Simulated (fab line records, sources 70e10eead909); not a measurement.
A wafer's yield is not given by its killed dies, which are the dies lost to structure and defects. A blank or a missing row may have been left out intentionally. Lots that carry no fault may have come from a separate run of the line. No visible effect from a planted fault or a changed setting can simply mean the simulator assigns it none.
Which tool is to blame?    flow nand_harc    42 wafers from 14 lots sampled at 6 of the route's 1159 steps

== WHAT EACH GAUGE READ, for each wafer ==
NHARC_A_START_INSPECT_01. Usual: raw_defect_count reads 3.6 (standard deviation 1.8).
lot   measured      on                 raw_defect_count  flag
L365  day 6 23:23   defect_inspect-02  7 5 3             
L367  day 7 09:15   defect_inspect-02  5 3 3             
L370  day 7 19:24   defect_inspect-01  5 4 4             
L372  day 8 04:01   defect_inspect-01  6 3 7             
L373  day 8 15:28   defect_inspect-02  5 2 2             
L379  day 9 19:23   defect_inspect-01  1 6 3             
L380  day 10 18:19  defect_inspect-01  2 6 3             
L382  day 10 19:09  defect_inspect-02  4 5 2             
L381  day 10 19:38  defect_inspect-01  3 2 4             
L384  day 11 03:10  defect_inspect-01  1 3 2             
L383  day 11 03:27  defect_inspect-01  1 3 7             
L385  day 11 10:19  defect_inspect-02  5 5 4             
L387  day 12 01:01  defect_inspect-01  0 2 6             
L388  day 12 05:04  defect_inspect-01  2 7 5             

NHARC_A_ZERO_WELL_INSPECT_17. Usual: raw_defect_count reads 11 (standard deviation 5.8).
lot   measured      on                 raw_defect_count  flag
L365  day 7 01:43   defect_inspect-01  15 33 17          
L367  day 7 11:35   defect_inspect-01  10 5 8            
L370  day 7 21:52   defect_inspect-02  21 16 12          
L372  day 8 06:23   defect_inspect-01  24 12 21          
L373  day 8 17:40   defect_inspect-02  3 10 3            
L379  day 9 21:36   defect_inspect-01  4 3 9             
L380  day 10 20:41  defect_inspect-02  10 14 11          
L382  day 10 21:37  defect_inspect-02  16 9 7            
L381  day 10 22:06  defect_inspect-01  6 7 4             
L384  day 11 05:33  defect_inspect-02  22 10 19          
L383  day 11 05:47  defect_inspect-02  6 2 7             
L385  day 11 12:37  defect_inspect-02  20 19 16          
L387  day 12 05:30  defect_inspect-02  13 12 23          
L388  day 12 07:22  defect_inspect-02  6 12 9            

NHARC_A_ONON_D1_THK_MEAS_30: measures by ellipsometry. Usual: thk_nm reads 999 nm (standard deviation 11).
lot   measured      on             thk_nm (nm)              flag
L365  day 8 12:26   film_metro-01  1004 1002 1002           
L367  day 8 23:05   film_metro-01  1017 1016 1016           
L370  day 9 09:14   film_metro-01  989 988 988              
L372  day 9 14:17   film_metro-02  988 986 985              
L373  day 10 02:18  film_metro-01  993 991 992              
L379  day 11 20:32  film_metro-01  698 697 698 697 698 698  OFF
L380  day 12 06:15  film_metro-02  695 696 694 695 697 697  OFF
L382  day 12 06:23  film_metro-01  1011 1009 1012           
L381  day 12 06:31  film_metro-02  987 989 986              
L384  day 12 13:44  film_metro-02  1006 1005 1007           
L383  day 12 13:44  film_metro-01  996 996 995              
L385  day 13 00:14  film_metro-01  994 993 994              
L387  day 13 11:13  film_metro-02  994 993 994              
L388  day 13 16:22  film_metro-02  1011 1012 1011           

NHARC_A_CHANNEL_HOLE_D1_OVL_MEAS_11. Usual: overlay_x_nm 0.0 nm, standard deviation 0.81; overlay_y_nm -0.1 nm, standard deviation 0.76.
lot   measured      on          overlay_x_nm (nm)  overlay_y_nm (nm)  flag
L365  day 8 18:20   overlay-01  0.9 1.1 0.9        0.0 0.0 0.0        
L367  day 9 03:01   overlay-01  -0.9 -0.7 -1.1     -0.3 -0.5 -0.7     
L370  day 9 12:34   overlay-01  -0.3 -0.3 -0.2     -0.9 -1.5 -1.2     
L372  day 9 17:56   overlay-01  -0.1 0.2 0.5       0.0 0.0 0.1        
L373  day 10 05:31  overlay-02  0.2 0.0 -0.2       0.0 -0.6 -1.0      
L382  day 12 11:06  overlay-01  -0.2 0.2 -0.1      -1.0 -0.4 -0.8     
L381  day 12 11:15  overlay-02  -0.9 -0.6 -0.7     1.0 0.1 0.8        
L384  day 12 17:05  overlay-02  0.3 0.1 0.3        0.7 1.0 0.7        
L383  day 12 17:14  overlay-01  0.0 0.3 0.1        -1.0 -1.1 -1.2     
L385  day 13 03:44  overlay-02  -1.6 -1.5 -1.9     0.4 0.1 -0.3       
L387  day 13 14:54  overlay-02  0.6 0.4 0.8        -1.5 -1.7 -1.6     
L388  day 13 22:08  overlay-02  -0.6 -0.5 -0.3     -0.9 -0.9 -1.2     

NHARC_END_SORT_01. Usual: killed_at_array 25, standard deviation 9.8; killed_at_other 0.8, standard deviation 1.1; killed_at_periphery 3.3, standard deviation 2.1; killed_dies 29, standard deviation 10; killed_open 3.3, standard deviation 1.8; killed_short 1.9, standard deviation 1.4.
lot   measured      on         killed_at_array  killed_at_other  killed_at_periphery  killed_dies  killed_open  killed_short  flag
L370  day 20 19:42  prober-01  40 32 25         2 1 4            2 6 5                44 39 34     3 5 2        2 2 2         
L372  day 21 05:08  prober-01  20 15 15         0 0 1            5 3 1                25 18 17     3 3 3        6 0 4         
L373  day 21 22:07  prober-01  19 26 19         0 0 0            4 6 5                23 32 24     1 4 2        0 1 2         
L379  day 23 05:50  prober-01  671 669 671      3 2 3            3 6 3                677 677 677  2 3 2        2 4 2         OFF
L380  day 24 19:32  prober-01  675 673 673      2 1 0            0 3 4                677 677 677  2 1 5        3 3 4         OFF
L381  day 23 21:04  prober-02  40 39 36         0 0 0            7 5 1                47 44 37     3 3 3        4 4 1         

== WHAT TOOL EACH LOT RAN ON (gives the tool, then ch and the chambers of the sampled wafers, and finally the start) ==
lot   NHARC_A_ONON_D1_DEP_28
L365  pecvd_onon-02 ch 0, day 8 12:06
L367  pecvd_onon-02 ch 0, day 8 22:34
L370  pecvd_onon-04 ch 0, day 9 08:44
L372  pecvd_onon-04 ch 0, day 9 13:53
L373  pecvd_onon-02 ch 0, day 10 01:47
L379  pecvd_onon-02 ch 0, day 11 20:12
L380  pecvd_onon-02 ch 0, day 12 05:44
L382  pecvd_onon-01 ch 0, day 12 05:56
L381  pecvd_onon-04 ch 0, day 12 06:04
L384  pecvd_onon-04 ch 0, day 12 13:12
L383  pecvd_onon-01 ch 0, day 12 13:17
L385  pecvd_onon-01 ch 0, day 12 23:44
L387  pecvd_onon-04 ch 0, day 13 10:45
L388  pecvd_onon-04 ch 0, day 13 15:52
- NHARC_A_ONON_D1_DEP_28: target thk 1000 nm.

== WHAT THE TOOLS THEMSELVES READ (means of the sampled wafers that have a number; where no wafer has one, the mark that the record gives instead) ==
The record holds no such reading with a usual standard deviation.

== THE ANSWER, worked out from the rows above alone ==
Rule: lot off if the mean of its wafers having a number is beyond 3 standard deviations from the usual mean. A lot without any number at a reading at which 4 lots or more have one is off too. The other lots that the step has rows for count as sound. After the gauges, taken in route order, come the tools' own readings; for these a lot's mean is taken, as printed above. At the first step where some lot is off, the reading lying furthest off is the one used; lots without a number count as furthest.
Off: L379, L380 (NHARC_A_ONON_D1_THK_MEAS_30, thk_nm).
If a tool, at a process step before that reading, ran all the lots that are off and no sound lot after the first of them, it fits. Not tried: the gauges at NHARC_A_ONON_D1_THK_MEAS_30; whatever is off there is also off at NHARC_END_SORT_01, on other tools, and gauge error can't account for it. One candidate fits, namely pecvd_onon-02 at NHARC_A_ONON_D1_DEP_28. A fault onset in the window from L373 (day 10 01:47, its last sound lot) to L379 (day 11 20:12, its first lot off) fits.

== WHAT THE SIMULATOR PUT IN ==
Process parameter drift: pecvd_onon-02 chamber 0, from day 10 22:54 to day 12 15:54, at NHARC_A_ONON_D1_DEP_28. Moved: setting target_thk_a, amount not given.
Struck lots among those shown: L379, L380. The same result came from the rule above.
